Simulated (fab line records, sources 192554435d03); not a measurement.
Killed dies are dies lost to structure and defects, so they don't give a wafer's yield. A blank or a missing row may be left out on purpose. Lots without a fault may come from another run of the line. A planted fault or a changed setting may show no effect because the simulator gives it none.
Chamber matching | flow n5_finfet | N5_BEOL_M6_STRIP_67 on rie_diel-01: 4 sister chambers
The step strips in CF4. 8 wafers are shown with their chamber, then 7 later ones without.

WAFERS WITH THEIR CHAMBER
wafer  | chamber | oes_product_au (a.u.) | showerhead_plenum_p_Torr (Torr)
L074.6 | 0       | 0.73                  | 1.85
L079.1 | 1       | 0.77                  | 1.86
L079.4 | 3       | 0.72                  | 1.86
L079.5 | 3       | 0.72                  | 1.86
L082.1 | 0       | 0.72                  | 1.85
L082.5 | 2       | 0.91                  | 1.82
L091.3 | 1       | 0.74                  | 1.85
L091.4 | 2       | 0.88                  | 1.81

WAFERS WITHOUT THEIR CHAMBER
wafer  | oes_product_au (a.u.) | showerhead_plenum_p_Torr (Torr)
L091.5 | 0.89                  | 1.82
L095.2 | 0.73                  | 1.85
L095.3 | 0.86                  | 1.81
L095.6 | 0.86                  | 1.81
L096.3 | 0.70                  | 1.84
L096.4 | 0.85                  | 1.81
L096.5 | 0.73                  | 1.85

WHICH CHAMBER EACH WENT THROUGH
wafer  | from the rows above          | in truth
L091.5 | 2                            | 2
L095.2 | can't be placed: 0 or 1 or 3 | 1
L095.3 | 2                            | 2
L095.6 | 2                            | 2
L096.3 | can't be placed: 0 or 3      | 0
L096.4 | 2                            | 2
L096.5 | can't be placed: 0 or 1 or 3 | 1
Placed correctly: 4 of 7. Can't be placed from these rows: 3 (the true chamber is among the candidates in 3). Placed wrongly: 0.
How it was worked out, from the rows above alone: a wafer's distance from a chamber is the root of the sum, over the readings, of the square of ((its reading less the chamber's mean) divided by the reading's scatter). The wafer belongs to the nearest chamber; if the next one is less than 2 further off, it can't be placed. A chamber's mean is the mean of its shown wafers. The scatter: the root of (the sum of the squares of (reading less its chamber's mean) over the shown wafers, divided by (wafers less chambers)).
